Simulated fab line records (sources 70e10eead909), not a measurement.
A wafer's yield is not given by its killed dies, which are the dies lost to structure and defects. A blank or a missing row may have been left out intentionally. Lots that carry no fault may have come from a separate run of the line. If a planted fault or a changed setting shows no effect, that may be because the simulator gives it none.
Chamber matching | flow nandHarc | rieDiel-13 running NHARC_P_CONTACT_ETCH_31: 4 sister chambers
The step etches the open film in CH3F/O2, target depth 30 nm, time 85.7 s. 4 wafers are shown with their chamber, then 6 later ones without.

WAFERS, EACH WITH ITS CHAMBER
wafer  | chamber | showerheadPlenumPTorr (Torr)
L669.1 | 0       | 2.40
L669.2 | 2       | 2.44
L671.3 | 1       | 2.61
L671.4 | 3       | 2.64

WAFERS WITHOUT THEIR CHAMBER
wafer  | showerheadPlenumPTorr (Torr)
L671.6 | 2.61
L678.2 | 2.60
L678.3 | 2.40
L678.6 | 2.64
L682.2 | 2.64
L682.4 | 2.60

CHAMBER TAKEN BY EACH
wafer  | from the rows above | in truth
L671.6 | 1                   | 1
L678.2 | 1                   | 1
L678.3 | 0                   | 0
L678.6 | 3                   | 3
L682.2 | 3                   | 3
L682.4 | 1                   | 1
Correctly placed: 6 of 6. Not placeable from these rows: 0. 0 placed wrongly.
How it was worked out, from the rows above alone: a wafer's distance from a chamber is the root of the sum, over the readings, of the square of ((its reading less the chamber's mean) divided by the reading's scatter). The wafer belongs to the nearest chamber; if the next one is less than 2 further off, it can't be placed. For every chamber, the mean is computed from those of its wafers that are shown. The scatter: with one shown wafer a chamber, the root of the mean of the squares of how far each hidden wafer lies from its nearest shown one.
